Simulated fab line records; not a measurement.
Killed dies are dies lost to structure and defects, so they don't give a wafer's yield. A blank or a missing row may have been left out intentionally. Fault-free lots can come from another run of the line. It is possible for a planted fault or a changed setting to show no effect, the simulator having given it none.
A struck lot beside a sound one -- flow nandHarc -- 15 out of 1302 route steps
Sound: the wafers L969.1, L969.3, L969.4. Wafers struck: L972.1, L972.5, L972.6. The cause is given at the end.
At each step with rows: each side's tool, then ch and its chambers, then its first start. Under that, the readings that differ: sound wafers -- struck wafers -- difference of the means -- sigmas: that difference in standard deviations of wafers without a fault.
alike: a reading whose means differ by less than 2 such deviations, as well as words and numbers matching on both sides. not compared: withheld readings; readings where some wafer has no value; bounds like >300 that might hide an equal value; numbers whose values overlap and for which the record gives no deviation.
Wherever a step has rows on one side only, a row that says differs or no value, or a row with sigmas, the two part there. Numbers that don't overlap but have no deviation are shown without sigmas and don't part them. A reading missing from all wafers of one side parts the sides only when that side holds two or more wafers.

NHARC_A_ONON_D2_THK_MEAS_14: measures by ellipsometry.
  sound on filmMetro-01 at day 18 18:02; struck on filmMetro-01 at day 20 05:54
  alike: thkNm
then, 2 steps without rows for these wafers: NHARC_A_ONON_D2_ANNEAL_15 (time 3600 s); NHARC_A_ONON_D2_DEP_16 (target thk 1000 nm).
NHARC_A_ONON_D2_THK_MEAS_18: measures by ellipsometry.
  sound on filmMetro-02 at day 19 01:26; struck on filmMetro-01 at day 20 15:14
  alike: thkNm
then NHARC_A_ONON_D2_DEP_19 (target thk 1000 nm), 1 step lacking rows for these wafers.
NHARC_A_ONON_D2_THK_MEAS_21: measures by ellipsometry.
  sound on filmMetro-02 at day 19 02:00; struck on filmMetro-02 at day 20 15:49
  alike: thkNm
then NHARC_A_ONON_D2_DEP_22 (target thk 1000 nm), 1 step lacking rows for these wafers.
NHARC_A_ONON_D2_THK_MEAS_24: measures by ellipsometry.
  sound on filmMetro-02 at day 19 02:34; struck on filmMetro-01 at day 20 16:22
  alike: thkNm
then NHARC_A_ONON_D2_DEP_25 (target thk 1000 nm), 1 step lacking rows for these wafers.
NHARC_A_ONON_D2_THK_MEAS_27: measures by ellipsometry.
  sound on filmMetro-02 at day 19 03:08; struck on filmMetro-01 at day 20 16:56
  alike: thkNm
then NHARC_A_ONON_D2_DEP_28 (target thk 1000 nm), 1 step lacking rows for these wafers.
NHARC_A_ONON_D2_THK_MEAS_30: measures by ellipsometry.
  sound on filmMetro-01 at day 19 03:43; struck on filmMetro-01 at day 20 17:30
  alike: thkNm
NHARC_A_ONON_D2_DEP_33: deposits SiO2, target thk 200 nm.
  sound on pecvd-01 ch 0,2, day 19 03:49; struck on pecvd-01 ch 0,1,2, day 20 17:34
reading,sound,struck,difference,sigmas
rfFwdPowerW (W),905.4 896.5 903.3,1010.0 1008.0 1008.0,+106.9,+36
  alike: heaterPowerW, mfcPrecursorSccm, throttleValvePct
NHARC_A_ONON_D2_THK_MEAS_34: measures by ellipsometry.
  sound on filmMetro-01 at day 19 04:11; struck on filmMetro-01 at day 20 17:58
reading,sound,struck,difference,sigmas
thkNm (nm),196.7 195.6 197.9,207.0 205.0 205.6,+9.1,+4
then, 1 step without rows for these wafers: NHARC_END_SORT_01.

## WHERE THEY PART
Last at NHARC_A_ONON_D2_THK_MEAS_34 as far as this record goes, first at NHARC_A_ONON_D2_DEP_33.

WHY: the cause the simulator had injected
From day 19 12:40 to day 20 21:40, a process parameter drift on pecvd-01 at NHARC_A_ONON_D2_DEP_33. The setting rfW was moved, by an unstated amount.
